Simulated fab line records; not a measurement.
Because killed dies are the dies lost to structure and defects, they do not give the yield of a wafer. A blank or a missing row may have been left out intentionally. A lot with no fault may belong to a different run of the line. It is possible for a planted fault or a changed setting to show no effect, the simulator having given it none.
fab line records | flow nand-harc
[record] lots = 12 wafers = 36 last-day = 24
route steps=1159 shown A_BONDPAD@1083 THIN_TSV@1119 END@1159
lots with no fault: from the same line, run without faults
start-h: hours from the record's opening day to when the first of the lot's shown wafers began | wait-h: how many hours have passed since the lot's step before this one | " identical to the entry in the row above | L1.1+2: a row that stands for several wafers | - either no value or no given start | * or withheld: withheld | < > ~ a bound
route shown NAME@n: names a module that has steps shown in the file, with the first one's number in the route | usual: mean/standard deviation of fault-free wafers | same: alike in all rows | chamber/n: place in a boat | sites: each site's reading | _std_site: the standard deviation of these | _edge_site: mean of outer sites minus mean of inner sites | radius-mm: how far each site lies from the wafer's centre | mask NAME#n: copy n | behind: the tool/chamber that last shaped the wafer | hold: why the lot was held/for how many hours/how that ended | device: the transistor (n, p or np) that didn't switch | end of line: at the end of the route, the tests of the same wafers | step lacking rows: just its recipe | killed: dies lost to structure and defects at the first sort, not the wafer's yield | map: shows each die of a wafer: x if killed, . if not, _ if none is there
set.NAME: the run value of the setting; set.NAME@STEP: its run value at that earlier step | model.NAME: the simulator's own value behind a step, which no gauge read
a sample of lots followed through the steps of the route, with each step as a table and each wafer as a row
services: when a tool's chamber went out of use (start-h, in hours from the record's first day, below 0 if earlier), for how many hours, and the reason
[[steps]]
[step NHARC_A_BONDPAD_PRE_CLEAN_26]
[recipe] time-s = 30 temp-c = 280 gas = H2/He
[usual] heater-power-w = 406/39
// columns lot.wafer tool chamber start-h wait-h heater-power-w
L434.1 pvd-sputter-03 - - - 444
L434.2 " - " " 432
L434.5 " - " " 400
L432.2 pvd-sputter-03 - - - 393
L432.1 " - " " 349
L432.6 " - " " 438
L437.1 pvd-sputter-03 - - - 457
L437.4 " - " " 398
L437.3 " - " " 337
L436.3 pvd-sputter-02 - - - 374
L436.2 " - " " 325
L436.4 " - " " 375
L439.2 pvd-sputter-03 - - - 420
L439.4 " - " " 399
L439.5 " - " " 340
L440.1 pvd-sputter-01 - - - 411
L440.2 " - " " 431
L440.3 " - " " 429
L442.4 pvd-sputter-02 - - - 433
L442.2 " - " " 332
L442.6 " - " " 430
L443.2 pvd-sputter-02 - - - 394
L443.1 " - " " 322
L443.4 " - " " 384
L448.4 pvd-sputter-03 - - - 426
L448.1 " - " " 421
L448.2 " - " " 413
L449.3 pvd-sputter-03 - - - 418
L449.2 " - " " 429
L449.6 " - " " 422
L453.3 pvd-sputter-01 - - - 473
L453.6 " - " " 414
L453.5 " - " " 432
L454.4 pvd-sputter-01 - - - 417
L454.1 " - " " 409
L454.2 " - " " 437
[step NHARC_A_BONDPAD_ANNEAL_28]
[recipe] temp-c = 225 time-s = 90
[usual] wafer_temp_C_max = 225.97/0.28
// columns lot.wafer tool chamber start-h wait-h wafer_temp_C_max
L434.1 rtp-anneal-01 0 419.22 0.3 225.62
L434.2 " 0 " " 225.75
L434.5 " 0 " " 226.10
L432.1 rtp-anneal-01 0 422.45 0.3 225.87
L432.2 " 0 " " 225.72
L432.6 " 0 " " 225.98
L437.1 rtp-anneal-01 0 433.67 0.5 225.75
L437.3 " 0 " " 225.82
L437.4 " 0 " " 225.85
L436.2 rtp-anneal-01 0 451.46 0.3 225.88
L436.3 " 0 " " 225.32
L436.4 " 0 " " 225.82
L439.2 rtp-anneal-01 0 454.35 - 225.77
L439.4 " 0 " " 226.26
L439.5 " 0 " " 225.58
L440.1 rtp-anneal-01 0 468.70 0.3 225.85
L440.2 " 0 " " 225.63
L440.3 " 0 " " 225.65
L442.2 rtp-anneal-02 0 477.99 - 225.51
L442.4 " 0 " " 226.13
L442.6 " 0 " " 226.18
L443.1 rtp-anneal-02 0 482.59 - 226.08
L443.2 " 0 " " 226.14
L443.4 " 0 " " 225.95
L448.1 rtp-anneal-02 0 518.33 - 226.04
L448.2 " 0 " " 226.05
L448.4 " 0 " " 225.94
L449.2 rtp-anneal-01 0 523.05 - 226.08
L449.3 " 0 " " 225.98
L449.6 " 0 " " 225.81
L453.3 rtp-anneal-01 0 529.71 - 225.99
L453.5 " 0 " " 225.67
L453.6 " 0 " " 225.55
L454.1 rtp-anneal-02 0 546.17 - 226.00
L454.2 " 0 " " 225.95
L454.4 " 0 " " 226.10
[step NHARC_THIN_TSV_ETCH_44]
[recipe] target-depth-a = 15942 time-s = 797.1 cf4-flow-sccm = 150 o2-flow-sccm = 10 ar-flow-sccm = 0 rf-w = 300 bias-w = 800 chemistry = CF4/O2
[usual] drypump-motor-current-A = 5.7/0.63 mfc-ar-sccm = 0.008/0.012 oes-product-au = 0.999/0.0076 rf-vpp-V = 792/4.4 run-length-s = 818.3/0.4 showerhead-plenum-p-Torr = 1.79/0.068 throttle-valve-pct = 16.916/0.0088
// columns lot.wafer tool chamber start-h wait-h drypump-motor-current-A mfc-ar-sccm oes-product-au rf-hours-counter-h rf-vpp-V run-length-s showerhead-plenum-p-Torr throttle-valve-pct
L434.2 rie-diel-04 3 440.35 0.1 5.2 0 1.001 9 802 818.5 1.95 16.910
L434.1 " 1 " " 6.6 0 1.015 10 793 817.7 1.80 16.903
L434.5 " 0 " " 5.3 0 1.000 - 787 818.0 1.73 16.920
L432.2 rie-diel-08 2 441.97 0.1 5.3 0 0.995 9 791 818.4 1.77 16.922
L432.1 " 3 " " 5.6 0 0.989 10 795 818.4 1.83 16.900
L432.6 " 1 " " 6.0 0.013 0.993 - 788 817.7 1.72 16.909
L437.1 rie-diel-08 1 450.14 0.1 5.9 0.013 0.992 10 786 818.2 1.72 16.926
L437.3 " 0 " " 6.3 0 1.006 10 795 818.6 1.81 16.914
L437.4 " 0 " " 6.3 0 0.995 - 793 818.3 1.81 16.917
L439.4 rie-diel-08 3 466.47 0.2 5.6 0 0.987 13 796 818.5 1.83 16.913
L439.2 " 0 " " 6.3 0 1.000 11 792 817.9 1.81 16.920
L439.5 " 2 " " 5.3 0 1.002 - 790 819.2 1.77 16.929
L436.3 rie-diel-05 3 468.04 0.1 6.4 0.011 1.000 15 795 818.4 1.83 16.925
L436.2 " 0 " " 4.7 0 0.998 14 787 818.4 1.74 16.933
L436.4 " 1 " " 6.4 0.035 1.008 15 797 818.8 1.89 16.909
L440.1 rie-diel-05 2 483.35 0.1 4.7 0 1.005 16 788 817.9 1.74 16.922
L440.2 " 3 " " 6.4 0.011 1.002 16 794 818.5 1.83 16.912
L440.3 " 0 " " 4.7 0 0.995 16 789 818.6 1.74 16.915
L442.2 rie-diel-08 3 495.60 0.1 5.6 0 0.984 0 794 819.0 1.83 16.910
L442.4 " 2 " " 5.4 0 0.996 0 791 818.4 1.77 16.894
L442.6 " 3 " " 5.6 0 0.986 - 795 818.3 1.83 16.918
L443.2 rie-diel-08 1 496.78 0.1 5.9 0.013 1.005 0 787 817.8 1.72 16.908
L443.1 " 2 " " 5.4 0 1.001 0 792 819.2 1.77 16.914
L443.4 " 0 " " 6.3 0 1.001 1 793 817.9 1.81 16.905
L448.1 rie-diel-08 1 533.53 0.1 5.9 0.013 0.996 3 789 640.1 1.72 16.917
L448.2 " 2 " " 5.3 0 1.015 3 788 819.1 1.77 16.922
L448.4 " 3 " " 5.7 0 1.000 3 794 818.4 1.83 16.914
L449.3 rie-diel-05 1 537.19 0.1 6.3 0.035 1.009 1 797 818.9 1.89 16.919
L449.2 " 3 " " 6.4 0.011 1.005 2 793 818.9 1.83 16.914
L449.6 " 1 " " 6.4 0.035 1.009 - 800 819.0 1.89 16.923
L453.3 rie-diel-04 1 543.31 0.1 6.6 0 1.007 5 792 817.7 1.80 16.930
L453.6 " 0 " " 5.3 0 0.996 - 788 818.7 1.72 16.907
L453.5 " 1 " " 6.6 0 1.004 - 792 817.9 1.80 16.928
L454.1 rie-diel-04 2 559.72 0.1 5.7 0.036 0.989 5 789 818.2 1.72 16.913
L454.2 " 3 " " 5.2 0 0.998 6 803 818.6 1.95 16.917
L454.4 " 1 " " 6.6 0 0.992 5 791 817.6 1.80 16.910
[step NHARC_THIN_TSV_PRE_CLEAN_50]
[recipe] time-s = 30 temp-c = 280 gas = H2/He
[usual] heater-power-w = 403/39
// columns lot.wafer tool chamber start-h wait-h heater-power-w
L434.1 pvd-sputter-03 - - - 448
L434.2 " - " " 418
L434.5 " - " " 342
L432.2 pvd-sputter-03 - - - 447
L432.1 " - " " 428
L432.6 " - " " 343
L437.3 pvd-sputter-02 - - - 380
L437.4 " - " " 435
L437.1 " - " " 397
L439.4 pvd-sputter-01 - - - 432
L439.2 " - " " 431
L439.5 " - " " 419
L436.3 pvd-sputter-02 - - - 380
L436.2 " - " " 383
L436.4 " - " " 439
L440.2 pvd-sputter-01 - - - 455
L440.1 " - " " 417
L440.3 " - " " 429
L442.4 pvd-sputter-02 - - - 331
L442.2 " - " " 391
L442.6 " - " " 334
L443.1 pvd-sputter-03 - - - 418
L443.4 " - " " 405
L443.2 " - " " 340
L448.4 pvd-sputter-01 - - - 431
L448.2 " - " " 414
L448.1 " - " " 424
L449.2 pvd-sputter-03 - - - 340
L449.3 " - " " 419
L449.6 " - " " 427
L453.3 pvd-sputter-01 - - - 408
L453.5 " - " " 408
L453.6 " - " " 477
L454.2 pvd-sputter-02 - - - 319
L454.1 " - " " 379
L454.4 " - " " 426
[step NHARC_END_SORT_01]
[recipe] temp-c = 25
[usual] defect-limited-yield = 95.3/1.7 killed-at-array = 28/11 killed-at-other = 0.5/0.85 killed-at-periphery = 2.7/1.9 killed-dies = 32/12 killed-open = 3.3/1.6 killed-short = 2.1/1.5 sort_bin_2_pct = 1.5/0.71 sort_bin_3_pct = 0.25/0.23 sort_bin_4_pct = 3.0/1.1 sort-n-pass = 645/12 sort-rim-yield-pct = 95/3.1 sort-yield-pct = 95.3/1.7
[same] gross-dies = 677 sort_bin_5_pct[%] = 0 sort_bin_6_pct[%] = 0 sort_bin_7_pct[%] = 0 sort_bin_8_pct[%] = 0 sort-rim-n-gross = 106.00
// columns lot.wafer tool chamber start-h wait-h defect-limited-yield[%] killed-at-array killed-at-other killed-at-periphery killed-dies killed-open killed-short sort_bin_2_pct[%] sort_bin_3_pct[%] sort_bin_4_pct[%] sort-n-pass sort-rim-yield-pct[%] sort-yield-pct[%]
L442.2 prober-01 0 513.71 2.8 96.2 22 3 1 26 7 1 1.5 0 2.4 651 98 96.2
L442.4 prober-01 0 515.31 3.4 97.0 18 1 1 20 4 1 0.4 0.44 2.1 657 99 97.0
L442.6 prober-01 0 516.91 4.0 97.0 16 3 1 20 2 0 0.6 0 2.4 657 99 97.0
L448.1 prober-02 0 548.36 2.5 0 26 650 1 677 2 1 97.0 0.15 2.8 0 0 0
L448.2 prober-02 0 549.16 2.8 96.0 27 0 0 27 4 1 1.5 0 2.5 650 94 96.0
L448.4 prober-02 0 550.76 3.4 95.7 27 0 2 29 3 0 1.2 0.30 2.8 648 94 95.7
L449.2 prober-02 0 556.91 2.8 94.8 31 1 3 35 2 0 1.5 0.15 3.5 642 95 94.8
L449.3 prober-02 0 557.71 3.1 95.3 31 0 1 32 4 3 1.6 0.15 3.0 645 99 95.3
L449.6 prober-02 0 560.11 4.0 94.1 37 0 3 40 4 2 1.5 0.59 3.8 637 99 94.1
// killed by level:class
L442.2 A_CONTACT:chamber-film-flake=11 THIN_TSV:chamber-film-flake=3 A_M0:geometric-particle:open=2 A_CHANNEL_FILL_D1:chamber-film-flake=2 P_CONTACT:geometric-particle:open=1 A_ONON_D1:geometric-particle:open=1 A_CHANNEL_FILL_D1:geometric-particle:open=1 A_SGD_CUT:geometric-particle:short=1
L442.4 A_CHANNEL_HOLE_D1:chamber-film-flake=4 A_CHANNEL_FILL_D1:chamber-film-flake=4 A_CONTACT:chamber-film-flake=4 P_GATE:geometric-particle:open=1 A_CHANNEL_FILL_D1:geometric-particle:short=1 A_SGD_CUT:geometric-particle:open=1 A_CONTACT:geometric-particle:open=1 A_M0:geometric-particle:open=1
L442.6 A_CHANNEL_HOLE_D1:chamber-film-flake=4 A_CHANNEL_FILL_D1:chamber-film-flake=3 A_STAIRCASE:chamber-film-flake=3 A_CONTACT:chamber-film-flake=2 HYBRID_BOND:latent=2 A_ONON_D1:geometric-particle:open=1 A_CHANNEL_FILL_D1:geometric-particle:open=1 THIN_TSV:chamber-film-flake=1
L448.1 THIN_TSV:area-etch=650 A_CHANNEL_HOLE_D1:chamber-film-flake=14 A_CONTACT:chamber-film-flake=5 A_STAIRCASE:chamber-film-flake=3 P_CONTACT:geometric-particle:open=1 A_CHANNEL_FILL_D1:geometric-particle:open=1 A_CHANNEL_FILL_D1:geometric-particle:short=1 A_ZERO_WELL:chamber-film-flake=1
L448.2 A_CHANNEL_HOLE_D1:chamber-film-flake=16 A_CONTACT:chamber-film-flake=4 A_M0:geometric-particle:open=2 A_STAIRCASE:chamber-film-flake=2 A_CONTACT:geometric-particle:open=1 A_BLC:geometric-particle:open=1 A_M0:geometric-particle:short=1
L448.4 A_CHANNEL_HOLE_D1:chamber-film-flake=17 A_STAIRCASE:chamber-film-flake=4 A_CONTACT:chamber-film-flake=3 P_M0:geometric-particle:open=1 A_STAIRCASE:geometric-particle:open=1 A_CONTACT:geometric-particle:open=1 P_M1:chamber-film-flake=1 A_WL_FILL:chamber-film-flake=1
L449.2 A_SLIT:chamber-film-flake=12 A_CHANNEL_HOLE_D1:chamber-film-flake=10 A_CONTACT:chamber-film-flake=8 P_CONTACT:geometric-particle:open=1 P_M0:geometric-particle:open=1 P_GATE:chamber-film-flake=1 A_STAIRCASE:chamber-film-flake=1 THIN_TSV:chamber-film-flake=1
L449.3 A_SLIT:chamber-film-flake=15 A_CONTACT:chamber-film-flake=6 A_CONTACT:geometric-particle:open=2 A_CHANNEL_HOLE_D1:chamber-film-flake=2 A_ONON_D1:geometric-particle:short=1 A_CHANNEL_HOLE_D1:geometric-particle:short=1 A_CHANNEL_FILL_D1:geometric-particle:short=1 A_CHANNEL_FILL_D1:geometric-particle:open=1
L449.6 A_SLIT:chamber-film-flake=22 A_CONTACT:chamber-film-flake=4 A_CHANNEL_HOLE_D1:chamber-film-flake=3 A_STAIRCASE:chamber-film-flake=3 P_M0:geometric-particle:open=1 P_BONDPAD:geometric-particle:open=1 A_CHANNEL_HOLE_D1:geometric-particle:short=1 A_CHANNEL_FILL_D1:geometric-particle:open=1
[[services]]
// columns tool chamber start-h hours kind
rie-diel-08 2 404.82 6.8 repair
rie-diel-08 0 408.96 - clean
rie-diel-08 1 408.96 - clean
rie-diel-08 3 408.96 - clean
pvd-sputter-02 - 415.97 2.9 repair
rie-diel-08 1 429.20 4.5 repair
rie-diel-08 0 433.46 - clean
rie-diel-08 2 433.46 - clean
rie-diel-08 3 433.46 - clean
rie-diel-08 2 448.00 11.9 repair
rie-diel-08 0 457.96 - clean
pvd-sputter-03 - 458.00 10.0 pm
rie-diel-08 0 460.50 2.8 repair
rie-diel-04 - 465.90 9.0 pm
rie-diel-08 2 468.44 9.8 repair
rie-diel-08 - 478.81 9.0 pm
pvd-sputter-02 - 487.12 0.6 repair
pvd-sputter-03 - 509.94 3.9 repair
pvd-sputter-01 - 514.00 10.0 pm
rie-diel-05 - 517.61 9.0 pm
pvd-sputter-02 - 521.46 2.7 repair
pvd-sputter-02 - 546.47 12.8 repair
rie-diel-05 1 550.67 3.6 repair
pvd-sputter-01 - 553.47 0.7 repair
[[key]]
[first-sign] step = NHARC_THIN_TSV_ETCH_44 reading = run-length-s direction = down sigmas = 99+ usual = * struck = *
[effect] step = NHARC_END_SORT_01 reading = killed-at-other direction = up sigmas = 99+ usual = 0.5 struck = 650
[more-kills-born-at] NHARC_THIN_TSV_ETCH_44@rie-diel-08 = 650
met-at NHARC_THIN_TSV_ETCH_44
struck-lots L448
struck-wafers L448.1
later-rows-left-out L448.1
not-acting-at NHARC_A_BONDPAD_PRE_CLEAN_26,NHARC_A_BONDPAD_ANNEAL_28,NHARC_THIN_TSV_PRE_CLEAN_50
onset-between 496.78 533.53
[fault] kind = process-parameter-drift tool = rie-diel-08 chamber = 1 onset-h = 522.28 steps = NHARC_THIN_TSV_ETCH_44 channel = time-s offset = * shape = step end-h = 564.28 acts-in = * stated = *
// later-rows-left-out: the simulator's readings of these wafers behind a module that went badly wrong aren't trusted and aren't shown, but for the sort
